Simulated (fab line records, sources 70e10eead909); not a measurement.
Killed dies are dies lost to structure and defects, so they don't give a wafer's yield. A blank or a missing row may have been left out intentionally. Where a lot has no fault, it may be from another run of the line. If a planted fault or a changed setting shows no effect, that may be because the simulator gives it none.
Chamber matching || flow nandHarc || rieDiel-05 running NHARC_A_STAIRCASE_DESCUM_219: 4 sister chambers
The step chemistry O2, time 3 s. 8 wafers are shown with their chamber, then 10 later ones without.

## WAFERS WITH THEIR CHAMBER
{"wafer": "L081.4", "chamber": 1, "showerheadPlenumPTorr (Torr)": 1.99, "drypumpMotorCurrentA (A)": 6.0}
{"wafer": "L081.6", "chamber": 1, "showerheadPlenumPTorr (Torr)": 1.99, "drypumpMotorCurrentA (A)": 6.0}
{"wafer": "L082.1", "chamber": 3, "showerheadPlenumPTorr (Torr)": 1.81, "drypumpMotorCurrentA (A)": 5.9}
{"wafer": "L082.4", "chamber": 0, "showerheadPlenumPTorr (Torr)": 1.93, "drypumpMotorCurrentA (A)": 6.1}
{"wafer": "L084.4", "chamber": 3, "showerheadPlenumPTorr (Torr)": 1.80, "drypumpMotorCurrentA (A)": 6.0}
{"wafer": "L084.5", "chamber": 2, "showerheadPlenumPTorr (Torr)": 1.89, "drypumpMotorCurrentA (A)": 5.4}
{"wafer": "L088.4", "chamber": 0, "showerheadPlenumPTorr (Torr)": 1.92, "drypumpMotorCurrentA (A)": 6.1}
{"wafer": "L088.5", "chamber": 2, "showerheadPlenumPTorr (Torr)": 1.88, "drypumpMotorCurrentA (A)": 5.4}

## WAFERS WITHOUT THEIR CHAMBER
{"wafer": "L088.6", "showerheadPlenumPTorr (Torr)": 1.80, "drypumpMotorCurrentA (A)": 5.9}
{"wafer": "L085.4", "showerheadPlenumPTorr (Torr)": 1.92, "drypumpMotorCurrentA (A)": 6.1}
{"wafer": "L085.5", "showerheadPlenumPTorr (Torr)": 1.88, "drypumpMotorCurrentA (A)": 5.4}
{"wafer": "L085.6", "showerheadPlenumPTorr (Torr)": 1.80, "drypumpMotorCurrentA (A)": 5.9}
{"wafer": "L094.1", "showerheadPlenumPTorr (Torr)": 1.80, "drypumpMotorCurrentA (A)": 6.0}
{"wafer": "L094.4", "showerheadPlenumPTorr (Torr)": 1.92, "drypumpMotorCurrentA (A)": 6.2}
{"wafer": "L094.6", "showerheadPlenumPTorr (Torr)": 1.88, "drypumpMotorCurrentA (A)": 5.4}
{"wafer": "L096.2", "showerheadPlenumPTorr (Torr)": 1.92, "drypumpMotorCurrentA (A)": 6.1}
{"wafer": "L096.3", "showerheadPlenumPTorr (Torr)": 1.88, "drypumpMotorCurrentA (A)": 5.4}
{"wafer": "L096.5", "showerheadPlenumPTorr (Torr)": 1.92, "drypumpMotorCurrentA (A)": 6.1}

## CHAMBER TAKEN BY EACH
{"wafer": "L088.6", "from the rows above": 3, "in truth": 3}
{"wafer": "L085.4", "from the rows above": 0, "in truth": 0}
{"wafer": "L085.5", "from the rows above": 2, "in truth": 2}
{"wafer": "L085.6", "from the rows above": 3, "in truth": 3}
{"wafer": "L094.1", "from the rows above": 3, "in truth": 3}
{"wafer": "L094.4", "from the rows above": 0, "in truth": 0}
{"wafer": "L094.6", "from the rows above": 2, "in truth": 2}
{"wafer": "L096.2", "from the rows above": 0, "in truth": 0}
{"wafer": "L096.3", "from the rows above": 2, "in truth": 2}
{"wafer": "L096.5", "from the rows above": 0, "in truth": 0}
Correctly placed: 10 of 10. Not placeable from these rows: 0. Wrongly placed: 0.
How it was worked out, from the rows above alone: a wafer's distance from a chamber is the root of the sum, over the readings, of the square of ((its reading less the chamber's mean) divided by the reading's scatter). If the next closest chamber is less than 2 further off than the closest, the wafer can't be placed; otherwise it belongs to the closest. A chamber's mean is the mean of its shown wafers. The scatter: take each reading less its chamber's mean, square it, sum over the shown wafers, divide by the number of wafers less the number of chambers, and take the root.
